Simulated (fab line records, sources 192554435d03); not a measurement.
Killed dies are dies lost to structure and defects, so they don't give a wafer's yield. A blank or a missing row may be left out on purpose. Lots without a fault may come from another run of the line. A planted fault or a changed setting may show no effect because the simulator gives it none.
Which tool did it? | flow n5_finfet | 24 lots, 72 wafers sampled, at 2 steps of a route of 1938

WHAT THE GAUGES READ, wafer by wafer
N5_BEOL_M4_OVL_MEAS_29.
lot  | measured     | on         | V3_OVL (nm)
L076 | day 7 19:42  | overlay-02 | -0.3 -0.9 -0.4
L074 | day 7 20:53  | overlay-01 | 0.2 -0.9 -1.3
L075 | day 8 02:24  | overlay-02 | -1.6 -0.6 -0.7
L077 | day 8 10:52  | overlay-01 | 1.2 0.7 0.4
L078 | day 8 16:58  | overlay-02 | -0.1 0.1 0.5
L079 | day 9 04:43  | overlay-02 | -0.2 0.0 -0.1
L081 | day 9 05:22  | overlay-01 | -0.4 0.4 -0.2
L080 | day 9 06:31  | overlay-02 | -0.6 -0.4 0.2
L082 | day 10 03:20 | overlay-01 | 0.4 0.1 0.2
L084 | day 10 08:45 | overlay-02 | 0.2 0.4 -0.2
L083 | day 10 09:04 | overlay-02 | 0.8 0.3 0.9
L085 | day 10 09:53 | overlay-01 | -0.2 0.3 -0.1
L086 | day 10 13:21 | overlay-01 | 0.5 0.1 -0.4
L087 | day 10 21:55 | overlay-02 | 0.3 -0.7 -0.1
L088 | day 11 02:55 | overlay-01 | -0.3 -0.3 -1.0
L089 | day 11 07:20 | overlay-01 | 0.4 -0.5 1.7
L090 | day 11 08:10 | overlay-01 | 0.2 0.4 0.1
L091 | day 11 12:04 | overlay-02 | -0.6 -1.0 0.2
L093 | day 12 11:43 | overlay-02 | 1.0 1.0 0.9
L092 | day 12 13:11 | overlay-02 | -0.4 0.6 -0.3
L095 | day 12 20:15 | overlay-02 | -0.1 -0.4 -1.0
L094 | day 13 00:07 | overlay-02 | -0.7 0.6 -0.3
L096 | day 13 01:55 | overlay-01 | 0.6 0.7 1.0
L097 | day 13 02:19 | overlay-01 | 0.5 0.4 -0.6

WHICH TOOL RAN EACH LOT (tool, then ch and the chambers of the sampled wafers, then the start)
lot  | N5_BEOL_M4_ILD_DEP_00
L076 | pecvd-02 ch 0,1, day 7 17:13
L074 | pecvd-02 ch 0,2, day 7 19:03
L075 | pecvd-04 ch 0,2, day 7 22:22
L077 | pecvd-03 ch 0,2, day 8 06:58
L078 | pecvd-04 ch 0,1,2, day 8 14:53
L079 | pecvd-04 ch 1,2, day 9 01:55
L081 | pecvd-02 ch 0,1, day 9 02:03
L080 | pecvd-03 ch 0,1,2, day 9 03:47
L082 | pecvd-03 ch 0,1, day 10 01:19
L084 | pecvd-04 ch 0,2, day 10 05:14
L083 | pecvd-03 ch 0,1, day 10 05:38
L085 | pecvd-03 ch 0,1, day 10 08:25
L086 | pecvd-02 ch 0,1,2, day 10 11:34
L087 | pecvd-03 ch 0,1, day 10 19:35
L088 | pecvd-04 ch 0,2, day 10 23:30
L089 | pecvd-03 ch 0,1,2, day 11 05:15
L090 | pecvd-02 ch 1,2, day 11 05:29
L091 | pecvd-02 ch 0,1, day 11 10:35
L093 | pecvd-03 ch 0,2, day 12 08:58
L092 | pecvd-03 ch 0,2, day 12 11:29
L095 | pecvd-02 ch 0,1,2, day 12 17:49
L094 | pecvd-02 ch 0,1, day 12 21:41
L096 | pecvd-03 ch 0,1,2, day 12 23:40
L097 | pecvd-02 ch 0,2, day 12 23:56
- N5_BEOL_M4_ILD_DEP_00: deposits SiOC from DEMS/O2, target thk 79 nm, time 15.3 s.

WHAT THE TOOLS THEMSELVES READ (means of the sampled wafers that have a number; where no wafer has one, the mark that the record gives instead)
N5_BEOL_M4_ILD_DEP_00.
lot  | tool     | heater_power_w (W) | showerhead_plenum_p_Torr (Torr) | throttle_valve_pct (%)
L076 | pecvd-02 | 414                | 5.686                           | 12.5
L074 | pecvd-02 | 478                | 5.684                           | 11.8
L075 | pecvd-04 | 388                | 5.705                           | 12.4
L077 | pecvd-03 | 498                | 5.689                           | 11.8
L078 | pecvd-04 | 439                | 5.693                           | 12.3
L079 | pecvd-04 | 416                | 5.696                           | 12.4
L081 | pecvd-02 | 419                | 5.697                           | 12.5
L080 | pecvd-03 | 413                | 5.696                           | 12.2
L082 | pecvd-03 | 359                | 5.690                           | 11.9
L084 | pecvd-04 | 413                | 5.703                           | 12.2
L083 | pecvd-03 | 411                | 5.696                           | 11.8
L085 | pecvd-03 | 397                | 5.686                           | 11.7
L086 | pecvd-02 | 456                | 5.695                           | 12.1
L087 | pecvd-03 | 401                | 5.687                           | 12.0
L088 | pecvd-04 | 436                | 5.699                           | 12.3
L089 | pecvd-03 | 450                | 5.693                           | 11.7
L090 | pecvd-02 | 469                | 5.696                           | 11.9
L091 | pecvd-02 | 440                | 5.692                           | 12.5
L093 | pecvd-03 | 483                | 5.692                           | 11.6
L092 | pecvd-03 | 466                | 5.685                           | 11.6
L095 | pecvd-02 | 427                | 5.698                           | 12.2
L094 | pecvd-02 | 441                | 5.696                           | 12.6
L096 | pecvd-03 | 431                | 5.696                           | 11.8
L097 | pecvd-02 | 420                | 5.675                           | 12.1

THE ANSWER, worked out from the rows above alone
Rule: what is usual is taken from the lots themselves. Put in order of their means at a reading, lots are off if they are a third of the lots or fewer, leave a main group of 4 or more, and stand apart from it by a gap of 3 or more times the standard deviation of the main group's means; of several such gaps the widest counts. A main group whose means are all the same, to the digits that the tables above print for the reading, isn't used. A lot without any number at a reading at which 4 lots or more have one is off too. The other lots that the step has rows for count as sound. The gauges are gone through in route order, then the tools' own readings, and for those a lot's mean is taken as printed above. The first step at which some lot is off is used, and at that step the reading that is off furthest; a lot without a number counts as furthest.
No lot is off at any reading shown: from this, nothing can be told.

WHAT THE SIMULATOR HAD PUT IN
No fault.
